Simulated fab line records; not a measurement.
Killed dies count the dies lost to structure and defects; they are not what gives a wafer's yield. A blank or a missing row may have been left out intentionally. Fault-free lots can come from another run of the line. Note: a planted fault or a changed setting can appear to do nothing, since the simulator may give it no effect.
Matching of chambers / flow n5Finfet / N5_MOL_CONTACT_COAG_DESCUM_88 on rieDiel-02: 4 sister chambers
The step chemistry O2, time 7 s. 8 wafers are shown with their chamber, then 11 later ones without.

EACH WAFER AND ITS CHAMBER
wafer=L082.6; chamber=2; drypumpMotorCurrentA (A)=5.2; throttleValvePct (%)=20.41
wafer=L085.1; chamber=2; drypumpMotorCurrentA (A)=5.2; throttleValvePct (%)=20.44
wafer=L085.3; chamber=1; drypumpMotorCurrentA (A)=5.5; throttleValvePct (%)=20.83
wafer=L088.6; chamber=0; drypumpMotorCurrentA (A)=6.1; throttleValvePct (%)=19.89
wafer=L089.1; chamber=0; drypumpMotorCurrentA (A)=6.1; throttleValvePct (%)=19.88
wafer=L089.3; chamber=1; drypumpMotorCurrentA (A)=5.5; throttleValvePct (%)=20.81
wafer=L089.4; chamber=3; drypumpMotorCurrentA (A)=6.4; throttleValvePct (%)=20.18
wafer=L091.3; chamber=3; drypumpMotorCurrentA (A)=6.3; throttleValvePct (%)=20.16

WAFERS WITH NO CHAMBER GIVEN
wafer=L091.4; drypumpMotorCurrentA (A)=6.1; throttleValvePct (%)=19.89
wafer=L091.5; drypumpMotorCurrentA (A)=6.4; throttleValvePct (%)=20.15
wafer=L094.2; drypumpMotorCurrentA (A)=6.4; throttleValvePct (%)=20.17
wafer=L094.3; drypumpMotorCurrentA (A)=6.1; throttleValvePct (%)=19.90
wafer=L094.6; drypumpMotorCurrentA (A)=5.5; throttleValvePct (%)=20.86
wafer=L096.1; drypumpMotorCurrentA (A)=6.1; throttleValvePct (%)=19.91
wafer=L096.2; drypumpMotorCurrentA (A)=6.4; throttleValvePct (%)=20.18
wafer=L096.4; drypumpMotorCurrentA (A)=6.4; throttleValvePct (%)=20.19
wafer=L097.3; drypumpMotorCurrentA (A)=6.1; throttleValvePct (%)=19.92
wafer=L097.5; drypumpMotorCurrentA (A)=6.4; throttleValvePct (%)=20.18
wafer=L097.6; drypumpMotorCurrentA (A)=6.1; throttleValvePct (%)=19.90

CHAMBER TAKEN BY EACH
wafer=L091.4; from the rows above=0; in truth=0
wafer=L091.5; from the rows above=3; in truth=3
wafer=L094.2; from the rows above=3; in truth=3
wafer=L094.3; from the rows above=0; in truth=0
wafer=L094.6; from the rows above=1; in truth=1
wafer=L096.1; from the rows above=0; in truth=0
wafer=L096.2; from the rows above=3; in truth=3
wafer=L096.4; from the rows above=3; in truth=3
wafer=L097.3; from the rows above=0; in truth=0
wafer=L097.5; from the rows above=3; in truth=3
wafer=L097.6; from the rows above=0; in truth=0
Placed correctly: 11 of 11. Can't be placed from these rows: 0. Number placed wrongly: 0.
How it was worked out, from the rows above alone: a wafer's distance from a chamber is the root of the sum, over the readings, of the square of ((its reading less the chamber's mean) divided by the reading's scatter). The wafer belongs to the nearest chamber; if the next one is less than 2 further off, it can't be placed. Each chamber's mean is taken over the wafers shown for it. How the scatter is found: for the shown wafers, subtract from each reading the mean of its chamber, square and add these, divide the total by (wafers less chambers), then take the root.
